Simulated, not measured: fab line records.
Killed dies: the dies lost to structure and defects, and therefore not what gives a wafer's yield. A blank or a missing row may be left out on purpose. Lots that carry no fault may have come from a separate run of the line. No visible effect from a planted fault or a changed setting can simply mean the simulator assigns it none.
The tool behind it: which one? / flow nand_harc / 14 lots with 42 wafers sampled at 4 steps, on a route of 1302 steps

## WHAT THE GAUGES READ, wafer by wafer
The record holds no reading of a measuring or inspecting step that can be judged against a usual standard deviation.

## WHAT TOOL EACH LOT RAN ON (gives the tool, then ch and the chambers of the sampled wafers, and finally the start)
lot=L482; NHARC_A_SGD_CUT_STRIP_28=rie_diel-08 ch 0,3, day 20 01:49 or earlier; NHARC_A_SLIT_DESCUM_14=rie_diel-05 ch 1,2,3, day 20 01:49; NHARC_A_SLIT_ETCH_24=rie_diel-05 ch 0,1,2, day 20 01:55; NHARC_A_SLIT_ETCH_17=har_etch-01 ch 0,1, day 20 03:40
lot=L485; NHARC_A_SGD_CUT_STRIP_28=rie_diel-13 ch 0,3, day 20 07:34 or earlier; NHARC_A_SLIT_DESCUM_14=rie_diel-05 ch 0,3, day 20 07:34; NHARC_A_SLIT_ETCH_24=rie_diel-05 ch 0,1, day 20 07:40; NHARC_A_SLIT_ETCH_17=har_etch-01 ch 0,1, day 20 09:15
lot=L484; NHARC_A_SGD_CUT_STRIP_28=rie_diel-12 ch 0,1, day 20 13:17 or earlier; NHARC_A_SLIT_DESCUM_14=rie_diel-09 ch 2,3, day 20 13:17; NHARC_A_SLIT_ETCH_24=rie_diel-09 ch 1,3, day 20 13:22; NHARC_A_SLIT_ETCH_17=har_etch-01 ch 0,1, day 20 17:48
lot=L487; NHARC_A_SGD_CUT_STRIP_28=rie_diel-13 ch 1,3, day 22 07:40 or earlier; NHARC_A_SLIT_DESCUM_14=rie_diel-03 ch 0,2, day 22 07:40; NHARC_A_SLIT_ETCH_24=rie_diel-03 ch 0,3, day 22 07:44; NHARC_A_SLIT_ETCH_17=har_etch-02 ch 0,1, day 22 13:05
lot=L493; NHARC_A_SGD_CUT_STRIP_28=rie_diel-08 ch 0,1, day 23 10:12; NHARC_A_SLIT_DESCUM_14=rie_diel-03 ch 0,1,2, day 23 15:31; NHARC_A_SLIT_ETCH_24=rie_diel-03 ch 0,1, day 23 15:36; NHARC_A_SLIT_ETCH_17=har_etch-02 ch 0,1, day 23 21:25
lot=L492; NHARC_A_SGD_CUT_STRIP_28=rie_diel-08 ch 0,1,3, day 23 10:15; NHARC_A_SLIT_DESCUM_14=rie_diel-09 ch 0,1, day 23 15:22; NHARC_A_SLIT_ETCH_24=rie_diel-09 ch 0,2, day 23 15:26; NHARC_A_SLIT_ETCH_17=har_etch-01 ch 0,1, day 23 16:36
lot=L490; NHARC_A_SGD_CUT_STRIP_28=rie_diel-08 ch 1,2,3, day 23 19:48 or earlier; NHARC_A_SLIT_DESCUM_14=rie_diel-09 ch 0,1, day 23 19:48; NHARC_A_SLIT_ETCH_24=rie_diel-09 ch 2,3, day 23 19:53; NHARC_A_SLIT_ETCH_17=har_etch-02 ch 0,1, day 24 00:38
lot=L494; NHARC_A_SGD_CUT_STRIP_28=rie_diel-13 ch 1,3, day 25 04:37 or earlier; NHARC_A_SLIT_DESCUM_14=rie_diel-03 ch 0,1, day 25 04:37; NHARC_A_SLIT_ETCH_24=rie_diel-03 ch 0,2,3, day 25 04:42; NHARC_A_SLIT_ETCH_17=har_etch-01 ch 0,1, day 25 08:31
lot=L496; NHARC_A_SGD_CUT_STRIP_28=rie_diel-08 ch 0,1,2, day 25 04:06 or earlier; NHARC_A_SLIT_DESCUM_14=rie_diel-09 ch 0,2,3, day 25 04:06; NHARC_A_SLIT_ETCH_24=rie_diel-09 ch 0,2, day 25 04:13; NHARC_A_SLIT_ETCH_17=har_etch-02 ch 0,1, day 25 06:13
lot=L498; NHARC_A_SGD_CUT_STRIP_28=rie_diel-13 ch 0,2,3, day 26 00:33 or earlier; NHARC_A_SLIT_DESCUM_14=rie_diel-09 ch 0,2,3, day 26 00:33; NHARC_A_SLIT_ETCH_24=rie_diel-09 ch 0,1,3, day 26 00:38; NHARC_A_SLIT_ETCH_17=har_etch-02 ch 0,1, day 26 04:55
lot=L501; NHARC_A_SGD_CUT_STRIP_28=rie_diel-13 ch 0,2, day 27 04:30 or earlier; NHARC_A_SLIT_DESCUM_14=rie_diel-05 ch 1,2, day 27 04:30; NHARC_A_SLIT_ETCH_24=rie_diel-05 ch 0,2,3, day 27 04:37; NHARC_A_SLIT_ETCH_17=har_etch-01 ch 0, day 27 05:47
lot=L503; NHARC_A_SGD_CUT_STRIP_28=rie_diel-08 ch 2,3, day 28 21:16 or earlier; NHARC_A_SLIT_DESCUM_14=rie_diel-03 ch 1,2,3, day 28 21:16; NHARC_A_SLIT_ETCH_24=rie_diel-03 ch 1,2,3, day 28 21:22; NHARC_A_SLIT_ETCH_17=har_etch-02 ch 1, day 29 00:04
lot=L504; NHARC_A_SGD_CUT_STRIP_28=rie_diel-13 ch 0,2,3, day 28 21:06 or earlier; NHARC_A_SLIT_DESCUM_14=rie_diel-05 ch 2,3, day 28 21:06; NHARC_A_SLIT_ETCH_24=rie_diel-05 ch 0,3, day 28 21:11; NHARC_A_SLIT_ETCH_17=har_etch-01 ch 0,1, day 28 22:21
lot=L505; NHARC_A_SGD_CUT_STRIP_28=rie_diel-12 ch 0,3, day 29 06:36; NHARC_A_SLIT_DESCUM_14=rie_diel-05 ch 0,1,2, day 29 15:27; NHARC_A_SLIT_ETCH_24=rie_diel-05 ch 0,1,2, day 29 15:34; NHARC_A_SLIT_ETCH_17=har_etch-01 ch 0,1, day 29 17:33
- NHARC_A_SGD_CUT_STRIP_28: strips in O2, time 20 s.
- NHARC_A_SLIT_DESCUM_14: chemistry O2, time 3 s.
- NHARC_A_SLIT_ETCH_24: etches the open film in CF4/CHF3, target depth 121 nm, time 60.5 s.
- NHARC_A_SLIT_ETCH_17: etches the open film in C4F8/O2/Ar, time 4254.5 s, target depth 20300 nm.

## WHAT THE TOOLS THEMSELVES READ (means of the sampled wafers that have a number; where no wafer has one, the mark that the record gives instead)
NHARC_A_SGD_CUT_STRIP_28. Usual: drypump_motor_current_A 5.8 A, standard deviation 0.47; oes_product_au 1.002 a.u., standard deviation 0.0087; rf_vpp_V 57.8 V, standard deviation 1; showerhead_plenum_p_Torr 3.51 Torr, standard deviation 0.19; throttle_valve_pct 17.037 %, standard deviation 0.0085.
lot=L482; tool=rie_diel-08; drypump_motor_current_A (A)=6.2; oes_product_au (a.u.)=1.010; rf_vpp_V (V)=57.8; showerhead_plenum_p_Torr (Torr)=3.32; throttle_valve_pct (%)=17.035; flag=
lot=L485; tool=rie_diel-13; drypump_motor_current_A (A)=5.9; oes_product_au (a.u.)=1.007; rf_vpp_V (V)=58.4; showerhead_plenum_p_Torr (Torr)=3.67; throttle_valve_pct (%)=17.039; flag=
lot=L484; tool=rie_diel-12; drypump_motor_current_A (A)=6.0; oes_product_au (a.u.)=1.004; rf_vpp_V (V)=57.5; showerhead_plenum_p_Torr (Torr)=3.64; throttle_valve_pct (%)=17.035; flag=
lot=L487; tool=rie_diel-13; drypump_motor_current_A (A)=5.5; oes_product_au (a.u.)=1.007; rf_vpp_V (V)=57.4; showerhead_plenum_p_Torr (Torr)=3.39; throttle_valve_pct (%)=17.029; flag=
lot=L493; tool=rie_diel-08; drypump_motor_current_A (A)=5.4; oes_product_au (a.u.)=1.011; rf_vpp_V (V)=58.8; showerhead_plenum_p_Torr (Torr)=3.48; throttle_valve_pct (%)=17.034; flag=
lot=L492; tool=rie_diel-08; drypump_motor_current_A (A)=5.9; oes_product_au (a.u.)=1.016; rf_vpp_V (V)=58.2; showerhead_plenum_p_Torr (Torr)=3.47; throttle_valve_pct (%)=17.038; flag=
lot=L490; tool=rie_diel-08; drypump_motor_current_A (A)=6.2; oes_product_au (a.u.)=0.995; rf_vpp_V (V)=57.9; showerhead_plenum_p_Torr (Torr)=3.58; throttle_valve_pct (%)=17.035; flag=
lot=L494; tool=rie_diel-13; drypump_motor_current_A (A)=5.6; oes_product_au (a.u.)=0.991; rf_vpp_V (V)=57.7; showerhead_plenum_p_Torr (Torr)=3.34; throttle_valve_pct (%)=17.040; flag=
lot=L496; tool=rie_diel-08; drypump_motor_current_A (A)=5.7; oes_product_au (a.u.)=1.003; rf_vpp_V (V)=57.6; showerhead_plenum_p_Torr (Torr)=3.58; throttle_valve_pct (%)=17.034; flag=
lot=L498; tool=rie_diel-13; drypump_motor_current_A (A)=5.5; oes_product_au (a.u.)=0.998; rf_vpp_V (V)=58.3; showerhead_plenum_p_Torr (Torr)=3.52; throttle_valve_pct (%)=17.035; flag=
lot=L501; tool=rie_diel-13; drypump_motor_current_A (A)=5.4; oes_product_au (a.u.)=0.999; rf_vpp_V (V)=58.6; showerhead_plenum_p_Torr (Torr)=3.50; throttle_valve_pct (%)=17.037; flag=
lot=L503; tool=rie_diel-08; drypump_motor_current_A (A)=6.5; oes_product_au (a.u.)=1.001; rf_vpp_V (V)=57.6; showerhead_plenum_p_Torr (Torr)=3.41; throttle_valve_pct (%)=17.044; flag=
lot=L504; tool=rie_diel-13; drypump_motor_current_A (A)=5.5; oes_product_au (a.u.)=1.003; rf_vpp_V (V)=56.9; showerhead_plenum_p_Torr (Torr)=3.52; throttle_valve_pct (%)=17.029; flag=
lot=L505; tool=rie_diel-12; drypump_motor_current_A (A)=6.1; oes_product_au (a.u.)=1.005; rf_vpp_V (V)=57.9; showerhead_plenum_p_Torr (Torr)=3.53; throttle_valve_pct (%)=17.036; flag=

NHARC_A_SLIT_DESCUM_14. Usual: drypump_motor_current_A 5.5 A, standard deviation 0.34; oes_product_au 1.003 a.u., standard deviation 0.0091; rf_vpp_V 57.9 V, standard deviation 0.88; showerhead_plenum_p_Torr 1.94 Torr, standard deviation 0.075; throttle_valve_pct 11.311 %, standard deviation 0.0093.
lot=L482; tool=rie_diel-05; drypump_motor_current_A (A)=5.2; oes_product_au (a.u.)=1.002; rf_vpp_V (V)=57.5; showerhead_plenum_p_Torr (Torr)=1.91; throttle_valve_pct (%)=11.318; flag=
lot=L485; tool=rie_diel-05; drypump_motor_current_A (A)=5.7; oes_product_au (a.u.)=0.996; rf_vpp_V (V)=57.2; showerhead_plenum_p_Torr (Torr)=1.94; throttle_valve_pct (%)=11.306; flag=
lot=L484; tool=rie_diel-09; drypump_motor_current_A (A)=5.6; oes_product_au (a.u.)=0.995; rf_vpp_V (V)=57.8; showerhead_plenum_p_Torr (Torr)=1.98; throttle_valve_pct (%)=11.310; flag=
lot=L487; tool=rie_diel-03; drypump_motor_current_A (A)=5.9; oes_product_au (a.u.)=1.010; rf_vpp_V (V)=58.4; showerhead_plenum_p_Torr (Torr)=1.96; throttle_valve_pct (%)=11.320; flag=
lot=L493; tool=rie_diel-03; drypump_motor_current_A (A)=5.7; oes_product_au (a.u.)=1.015; rf_vpp_V (V)=58.1; showerhead_plenum_p_Torr (Torr)=1.93; throttle_valve_pct (%)=11.298; flag=
lot=L492; tool=rie_diel-09; drypump_motor_current_A (A)=5.5; oes_product_au (a.u.)=1.006; rf_vpp_V (V)=58.2; showerhead_plenum_p_Torr (Torr)=1.98; throttle_valve_pct (%)=11.309; flag=
lot=L490; tool=rie_diel-09; drypump_motor_current_A (A)=5.5; oes_product_au (a.u.)=1.005; rf_vpp_V (V)=58.2; showerhead_plenum_p_Torr (Torr)=1.98; throttle_valve_pct (%)=11.318; flag=
lot=L494; tool=rie_diel-03; drypump_motor_current_A (A)=5.8; oes_product_au (a.u.)=1.020; rf_vpp_V (V)=57.8; showerhead_plenum_p_Torr (Torr)=1.90; throttle_valve_pct (%)=11.304; flag=
lot=L496; tool=rie_diel-09; drypump_motor_current_A (A)=5.7; oes_product_au (a.u.)=1.000; rf_vpp_V (V)=57.4; showerhead_plenum_p_Torr (Torr)=1.99; throttle_valve_pct (%)=11.314; flag=
lot=L498; tool=rie_diel-09; drypump_motor_current_A (A)=5.7; oes_product_au (a.u.)=0.999; rf_vpp_V (V)=57.6; showerhead_plenum_p_Torr (Torr)=1.99; throttle_valve_pct (%)=11.307; flag=
lot=L501; tool=rie_diel-05; drypump_motor_current_A (A)=5.3; oes_product_au (a.u.)=1.006; rf_vpp_V (V)=58.2; showerhead_plenum_p_Torr (Torr)=1.93; throttle_valve_pct (%)=11.307; flag=
lot=L503; tool=rie_diel-03; drypump_motor_current_A (A)=5.4; oes_product_au (a.u.)=0.998; rf_vpp_V (V)=58.5; showerhead_plenum_p_Torr (Torr)=1.92; throttle_valve_pct (%)=11.309; flag=
lot=L504; tool=rie_diel-05; drypump_motor_current_A (A)=5.3; oes_product_au (a.u.)=1.001; rf_vpp_V (V)=58.4; showerhead_plenum_p_Torr (Torr)=1.81; throttle_valve_pct (%)=11.312; flag=
lot=L505; tool=rie_diel-05; drypump_motor_current_A (A)=5.4; oes_product_au (a.u.)=0.996; rf_vpp_V (V)=57.4; showerhead_plenum_p_Torr (Torr)=1.97; throttle_valve_pct (%)=11.311; flag=

NHARC_A_SLIT_ETCH_24. Usual: cf4_flow_sccm 100.00 sccm, standard deviation 0.28; drypump_motor_current_A 5.5 A, standard deviation 0.35; oes_product_au 0.959 a.u., standard deviation 0.021; rf_vpp_V 371.4 V, standard deviation 2.1; run_length_s 81.9 s, standard deviation 0.47; showerhead_plenum_p_Torr 1.60 Torr, standard deviation 0.059; throttle_valve_pct 16.804 %, standard deviation 0.0096.
lot=L482; tool=rie_diel-05; cf4_flow_sccm (sccm)=99.94; drypump_motor_current_A (A)=5.4; oes_product_au (a.u.)=0.960; rf_vpp_V (V)=371.2; run_length_s (s)=81.9; showerhead_plenum_p_Torr (Torr)=1.62; throttle_valve_pct (%)=16.812; flag=
lot=L485; tool=rie_diel-05; cf4_flow_sccm (sccm)=99.98; drypump_motor_current_A (A)=5.5; oes_product_au (a.u.)=0.945; rf_vpp_V (V)=373.3; run_length_s (s)=81.6; showerhead_plenum_p_Torr (Torr)=1.66; throttle_valve_pct (%)=16.800; flag=
lot=L484; tool=rie_diel-09; cf4_flow_sccm (sccm)=100.00; drypump_motor_current_A (A)=5.6; oes_product_au (a.u.)=0.974; rf_vpp_V (V)=371.5; run_length_s (s)=82.4; showerhead_plenum_p_Torr (Torr)=1.59; throttle_valve_pct (%)=16.795; flag=
lot=L487; tool=rie_diel-03; cf4_flow_sccm (sccm)=100.33; drypump_motor_current_A (A)=5.7; oes_product_au (a.u.)=0.959; rf_vpp_V (V)=371.3; run_length_s (s)=81.9; showerhead_plenum_p_Torr (Torr)=1.58; throttle_valve_pct (%)=16.805; flag=
lot=L493; tool=rie_diel-03; cf4_flow_sccm (sccm)=99.95; drypump_motor_current_A (A)=5.8; oes_product_au (a.u.)=0.962; rf_vpp_V (V)=370.1; run_length_s (s)=82.1; showerhead_plenum_p_Torr (Torr)=1.56; throttle_valve_pct (%)=16.810; flag=
lot=L492; tool=rie_diel-09; cf4_flow_sccm (sccm)=100.24; drypump_motor_current_A (A)=5.4; oes_product_au (a.u.)=0.972; rf_vpp_V (V)=373.1; run_length_s (s)=81.8; showerhead_plenum_p_Torr (Torr)=1.64; throttle_valve_pct (%)=16.800; flag=
lot=L490; tool=rie_diel-09; cf4_flow_sccm (sccm)=99.79; drypump_motor_current_A (A)=5.8; oes_product_au (a.u.)=0.984; rf_vpp_V (V)=372.8; run_length_s (s)=81.8; showerhead_plenum_p_Torr (Torr)=1.61; throttle_valve_pct (%)=16.795; flag=
lot=L494; tool=rie_diel-03; cf4_flow_sccm (sccm)=99.74; drypump_motor_current_A (A)=5.7; oes_product_au (a.u.)=0.979; rf_vpp_V (V)=372.4; run_length_s (s)=82.3; showerhead_plenum_p_Torr (Torr)=1.60; throttle_valve_pct (%)=16.795; flag=
lot=L496; tool=rie_diel-09; cf4_flow_sccm (sccm)=100.26; drypump_motor_current_A (A)=5.4; oes_product_au (a.u.)=0.926; rf_vpp_V (V)=372.3; run_length_s (s)=77.7; showerhead_plenum_p_Torr (Torr)=1.64; throttle_valve_pct (%)=16.795; flag=OFF
lot=L498; tool=rie_diel-09; cf4_flow_sccm (sccm)=100.15; drypump_motor_current_A (A)=5.7; oes_product_au (a.u.)=0.970; rf_vpp_V (V)=371.5; run_length_s (s)=78.1; showerhead_plenum_p_Torr (Torr)=1.61; throttle_valve_pct (%)=16.796; flag=OFF
lot=L501; tool=rie_diel-05; cf4_flow_sccm (sccm)=99.91; drypump_motor_current_A (A)=5.5; oes_product_au (a.u.)=0.943; rf_vpp_V (V)=370.5; run_length_s (s)=81.4; showerhead_plenum_p_Torr (Torr)=1.56; throttle_valve_pct (%)=16.808; flag=
lot=L503; tool=rie_diel-03; cf4_flow_sccm (sccm)=100.22; drypump_motor_current_A (A)=5.5; oes_product_au (a.u.)=0.928; rf_vpp_V (V)=371.4; run_length_s (s)=82.3; showerhead_plenum_p_Torr (Torr)=1.58; throttle_valve_pct (%)=16.810; flag=
lot=L504; tool=rie_diel-05; cf4_flow_sccm (sccm)=99.94; drypump_motor_current_A (A)=5.5; oes_product_au (a.u.)=0.933; rf_vpp_V (V)=368.6; run_length_s (s)=81.3; showerhead_plenum_p_Torr (Torr)=1.53; throttle_valve_pct (%)=16.804; flag=
lot=L505; tool=rie_diel-05; cf4_flow_sccm (sccm)=99.80; drypump_motor_current_A (A)=5.4; oes_product_au (a.u.)=0.959; rf_vpp_V (V)=371.8; run_length_s (s)=81.6; showerhead_plenum_p_Torr (Torr)=1.62; throttle_valve_pct (%)=16.800; flag=

NHARC_A_SLIT_ETCH_17. Usual: drypump_motor_current_A 5.6 A, standard deviation 0.33; showerhead_plenum_p_Torr 3.67 Torr, standard deviation 0.14; throttle_valve_pct 32.046 %, standard deviation 0.0092.
lot=L482; tool=har_etch-01; drypump_motor_current_A (A)=5.4; showerhead_plenum_p_Torr (Torr)=3.59; throttle_valve_pct (%)=32.047; flag=
lot=L485; tool=har_etch-01; drypump_motor_current_A (A)=5.4; showerhead_plenum_p_Torr (Torr)=3.59; throttle_valve_pct (%)=32.045; flag=
lot=L484; tool=har_etch-01; drypump_motor_current_A (A)=5.4; showerhead_plenum_p_Torr (Torr)=3.61; throttle_valve_pct (%)=32.055; flag=
lot=L487; tool=har_etch-02; drypump_motor_current_A (A)=5.9; showerhead_plenum_p_Torr (Torr)=3.72; throttle_valve_pct (%)=32.047; flag=
lot=L493; tool=har_etch-02; drypump_motor_current_A (A)=5.6; showerhead_plenum_p_Torr (Torr)=3.80; throttle_valve_pct (%)=32.055; flag=
lot=L492; tool=har_etch-01; drypump_motor_current_A (A)=5.4; showerhead_plenum_p_Torr (Torr)=3.56; throttle_valve_pct (%)=32.047; flag=
lot=L490; tool=har_etch-02; drypump_motor_current_A (A)=5.9; showerhead_plenum_p_Torr (Torr)=3.71; throttle_valve_pct (%)=32.041; flag=
lot=L494; tool=har_etch-01; drypump_motor_current_A (A)=5.4; showerhead_plenum_p_Torr (Torr)=3.55; throttle_valve_pct (%)=32.040; flag=
lot=L496; tool=har_etch-02; drypump_motor_current_A (A)=5.7; showerhead_plenum_p_Torr (Torr)=3.79; throttle_valve_pct (%)=32.046; flag=
lot=L498; tool=har_etch-02; drypump_motor_current_A (A)=5.6; showerhead_plenum_p_Torr (Torr)=3.78; throttle_valve_pct (%)=32.046; flag=
lot=L501; tool=har_etch-01; drypump_motor_current_A (A)=5.4; showerhead_plenum_p_Torr (Torr)=3.51; throttle_valve_pct (%)=32.044; flag=
lot=L503; tool=har_etch-02; drypump_motor_current_A (A)=5.4; showerhead_plenum_p_Torr (Torr)=3.85; throttle_valve_pct (%)=32.041; flag=
lot=L504; tool=har_etch-01; drypump_motor_current_A (A)=5.4; showerhead_plenum_p_Torr (Torr)=3.55; throttle_valve_pct (%)=32.054; flag=
lot=L505; tool=har_etch-01; drypump_motor_current_A (A)=5.4; showerhead_plenum_p_Torr (Torr)=3.52; throttle_valve_pct (%)=32.041; flag=

## THE ANSWER, worked out from the rows above alone
Rule: a lot is off if the mean of its wafers that have a number lies more than 3 standard deviations from the usual mean. A lot without any number at a reading at which 4 lots or more have one is off too. Any other lot the step has rows for is counted as sound. The gauges are gone through in route order, then the tools' own readings, and for those a lot's mean is taken as printed above. At the first step where some lot is off, the reading lying furthest off is the one used; lots without a number count as furthest.
Off: L496, L498, at NHARC_A_SLIT_ETCH_24 (run_length_s).
If a tool, at that step or one of the process steps before it, ran each lot that is off and ran no sound lot following the first of them, it fits. NHARC_A_SGD_CUT_STRIP_28 gives no start for some lots, so the hours and the order of its lots are those of NHARC_A_SLIT_DESCUM_14. One candidate fits, namely rie_diel-09 at NHARC_A_SLIT_DESCUM_14 and NHARC_A_SLIT_ETCH_24. At NHARC_A_SLIT_DESCUM_14 its last sound lot is L490 (day 23 19:48), its first lot that is off L496 (day 25 04:06): a fault that began between those two fits.

## WHAT HAD BEEN PUT IN BY THE SIMULATOR
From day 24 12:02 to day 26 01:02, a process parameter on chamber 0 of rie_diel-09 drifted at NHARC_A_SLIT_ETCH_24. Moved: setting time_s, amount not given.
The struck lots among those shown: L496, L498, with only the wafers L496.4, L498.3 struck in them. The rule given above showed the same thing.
